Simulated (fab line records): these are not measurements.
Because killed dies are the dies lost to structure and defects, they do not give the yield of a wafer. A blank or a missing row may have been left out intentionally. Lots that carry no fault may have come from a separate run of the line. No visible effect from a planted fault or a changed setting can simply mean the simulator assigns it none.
Struck lot and sound lot, side by side    flow n5 finfet    42 out of 1938 route steps
Sound: the wafers L572.2, L572.5, L572.6. Struck: wafers L568.1, L568.2, L568.6. The cause is named last.
For every step that has rows: the tool of each side, followed by ch and its chambers, followed by its first start. Under that, the readings that differ: sound wafers    struck wafers    difference of the means    sigmas: that difference in standard deviations of wafers without a fault.
alike: same words and numbers on both sides, and readings whose means sit less than 2 such deviations apart. not compared: any withheld reading, any reading some wafer has no value for, any bound like >300 that may hide the same value, and any number with overlapping values for which the record gives no deviation.
A row with sigmas, a row that says differs or no value, or rows on one side alone: a step with any of these is where the two part. When numbers do not overlap yet have no deviation, they are printed without sigmas and do not part them. A reading missing from all wafers of one side parts the sides only when that side holds two or more wafers.

first, 12 steps without rows for these wafers: N5_BEOL_M1_ETCH_77 (etches underlayer in N2/H2, target depth 6.5 nm, time 5.2 s); N5_BEOL_M1_ETCH_69 (etches SiARC in CF4, target depth 15.6 nm, time 26 s); N5_BEOL_M1_ALD_98 (deposits SiO2, target thk 2.5 nm, pulse time 1 s, co reactant pulse time 1 s); N5_BEOL_M1_ETCHBACK_99 (etches SiO2 in CHF3, target depth 5 nm, time 10.4 s); N5_BEOL_M1_ETCH_70 (etches SOC in N2/H2, target depth 80 nm, overetch 16 nm, time 120 s); N5_BEOL_M1_STRIP_71 (strips in N2/H2); N5_BEOL_M1_STRIP_78 (strips in N2/H2); N5_BEOL_M1_VIA_ETCH_34 (etches the open film in C4F6/O2, target depth 67.8 nm, time 64.4 s); N5_BEOL_M1_STRIP_83 (strips in C4F6/O2); N5_BEOL_M1_STRIP_36 (strips in N2/H2); N5_BEOL_M1_TRENCH_ETCH_37 (etches SiOC in C4F6/O2, target depth 55.207 nm, time 29 s); N5_BEOL_M1_ETCH_41 (etches SiCN in CH3F/O2, target depth 31.9 nm, time 57.8 s).
N5_BEOL_M1_STRIP_97: strips in N2/H2, time 10 s.
  sound on rie diel-03 ch 2,3, day 10 12:47; struck on rie diel-03 ch 1,3, day 9 09:02
  no value came back on the struck wafers for any of 8 readings (bias power w (W), chamber pressure mTorr (mTorr) and others); on the sound wafers bias power w (W) reads 7.029 6.995 7.033
  not compared: rf hours counter h
then, 27 steps without rows for these wafers: N5_BEOL_M1_HM_STRIP_39 (strips TiN in peroxide tin strip, target depth 25 nm, time 158 s); N5_BEOL_M1_SRD_40 (time 30 s); N5_BEOL_M1_PRECLEAN_42 (cleans in residue remover, time 60 s); N5_BEOL_M1_SRD_43 (time 30 s); N5_BEOL_M1_DEGAS_44 (time 60 s); N5_BEOL_M1_PRE_CLEAN_45 (time 30 s); N5_BEOL_M1_ALD_84 (deposits TaN, pulse time 2 s, purge time 3 s, co reactant purge time 2 s); N5_BEOL_M1_SURFACE_TREAT_85; N5_BEOL_M1_CVD_47 (deposits Co from CCTBA/H2, target thk 3 nm, time 223.8 s); N5_BEOL_M1_SPUTTER_48 (material Cu, target thk 4.5 nm, time 8.29 s); N5_BEOL_M1_ANNEAL_49 (time 240 s); N5_BEOL_M1_SPUTTER_79 (material Cu, target thk 4.5 nm, time 8.29 s); N5_BEOL_M1_ANNEAL_80 (time 240 s); N5_BEOL_M1_SPUTTER_81 (material Cu, target thk 4.5 nm, time 8.29 s); N5_BEOL_M1_ANNEAL_82 (time 240 s); N5_BEOL_M1_SPUTTER_86 (material Cu, target thk 4.5 nm, time 8.29 s); N5_BEOL_M1_ANNEAL_87 (time 240 s); N5_BEOL_M1_SPUTTER_88 (material Cu, target thk 4.5 nm, time 8.29 s); N5_BEOL_M1_ANNEAL_89 (time 240 s); N5_BEOL_M1_SPUTTER_90 (material Cu, target thk 4.5 nm, time 8.29 s); N5_BEOL_M1_ANNEAL_91 (time 240 s); N5_BEOL_M1_SPUTTER_92 (material Cu, target thk 4.5 nm, time 8.29 s); N5_BEOL_M1_ANNEAL_93 (time 240 s); N5_BEOL_M1_SPUTTER_94 (material Cu, target thk 4.5 nm, time 8.29 s); N5_BEOL_M1_ANNEAL_95 (time 240 s); N5_BEOL_M1_SPUTTER_96 (material Cu, target thk 4.5 nm, time 8.29 s); N5_BEOL_M1_ECD_50 (material Cu, target thk 300 nm).
N5_BEOL_M4_RC_MEAS_101:
  sound on prober-02 ch 0, day 12 05:47; struck on prober-01 ch 0, day 11 01:11
  alike: DIBL_N, DIBL_P, IOFF_N, IOFF_P, ION_N, ION_P, SS_N, SS_P, VT_N, VT_P
-- a jump in the record: the struck wafers' starts before and after are 4 days apart (it breaks off in module BEOL_M4 and resumes in module PASSIVATION, where the first step shown is number 1936 of the route) --
N5_PASSIVATION_PROBE_49:
  struck on prober-01, day 15 03:13; sound on prober-01, day 16 10:58
reading                   sound           struck          difference  sigmas
defect limited yield (%)  92.4 93.2 90.3  85.9 86.3 84.2  -6.5        -5
killed_at_M0_to_M3        28 27 47        92 102 126      +73         +7
killed dies               90 80 115       166 162 187     +77         +5
killed open               67 47 74        121 127 136     +65         +5
sort_bin_5_function (%)   4.4 4.1 5.7     8.2 8.3 9.0     +3.8        +4
sort_bin_6_memory (%)     3.1 2.5 3.5     5.6 4.8 6.4     +2.6        +4
sort n pass               1090 1100 1065  1014 1018 993   -77         -5
sort yield pct (%)        92.4 93.2 90.3  85.9 86.3 84.2  -6.5        -5
  alike: killed_at_M4_up, killed at contacts, killed at front end, killed at other, killed short

## WHERE THEY PART
At N5_BEOL_M1_STRIP_97 first; at N5_PASSIVATION_PROBE_49 last (within this record only).

WHY: the cause the simulator had injected
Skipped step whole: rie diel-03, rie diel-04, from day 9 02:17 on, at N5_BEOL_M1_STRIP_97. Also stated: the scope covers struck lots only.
